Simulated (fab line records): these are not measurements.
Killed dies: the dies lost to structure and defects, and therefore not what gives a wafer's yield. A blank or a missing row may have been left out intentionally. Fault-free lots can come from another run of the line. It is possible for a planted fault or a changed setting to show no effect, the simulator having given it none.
Chamber matching :: flow nandHarc :: 4 sister chambers for NHARC_P_GATE_STRIP_101 on rieDiel-01
The step strips in O2, time 20 s. 4 wafers are shown with their chamber, then 10 later ones without.

== WAFERS, EACH WITH ITS CHAMBER ==
wafer: L083.4
chamber: 0
showerheadPlenumPTorr (Torr): 3.75

wafer: L085.5
chamber: 3
showerheadPlenumPTorr (Torr): 3.62

wafer: L086.1
chamber: 2
showerheadPlenumPTorr (Torr): 3.55

wafer: L086.5
chamber: 1
showerheadPlenumPTorr (Torr): 3.62

== WAFERS WITHOUT THEIR CHAMBER ==
wafer: L086.6
showerheadPlenumPTorr (Torr): 3.75

wafer: L088.4
showerheadPlenumPTorr (Torr): 3.74

wafer: L088.5
showerheadPlenumPTorr (Torr): 3.62

wafer: L088.6
showerheadPlenumPTorr (Torr): 3.55

wafer: L093.1
showerheadPlenumPTorr (Torr): 3.62

wafer: L093.3
showerheadPlenumPTorr (Torr): 3.74

wafer: L093.6
showerheadPlenumPTorr (Torr): 3.74

wafer: L095.2
showerheadPlenumPTorr (Torr): 3.55

wafer: L095.3
showerheadPlenumPTorr (Torr): 3.74

wafer: L095.5
showerheadPlenumPTorr (Torr): 3.55

== EACH ONE'S CHAMBER ==
wafer: L086.6
from the rows above: 0
in truth: 0

wafer: L088.4
from the rows above: 0
in truth: 0

wafer: L088.5
from the rows above: can't be placed: 1 or 3
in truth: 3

wafer: L088.6
from the rows above: 2
in truth: 2

wafer: L093.1
from the rows above: can't be placed: 1 or 3
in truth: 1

wafer: L093.3
from the rows above: 0
in truth: 0

wafer: L093.6
from the rows above: 0
in truth: 0

wafer: L095.2
from the rows above: 2
in truth: 2

wafer: L095.3
from the rows above: 0
in truth: 0

wafer: L095.5
from the rows above: 2
in truth: 2
Placed correctly: 8 of 10. From these rows, 2 cannot be placed; in 2 the true chamber is one of the candidates. Wrongly placed: 0.
How it was worked out, from the rows above alone: a wafer's distance from a chamber is the root of the sum, over the readings, of the square of ((its reading less the chamber's mean) divided by the reading's scatter). If the next closest chamber is less than 2 further off than the closest, the wafer can't be placed; otherwise it belongs to the closest. Each chamber's mean is taken over the wafers shown for it. The scatter: root of mean squared gap, hidden wafer to nearest shown wafer, with one shown wafer a chamber.
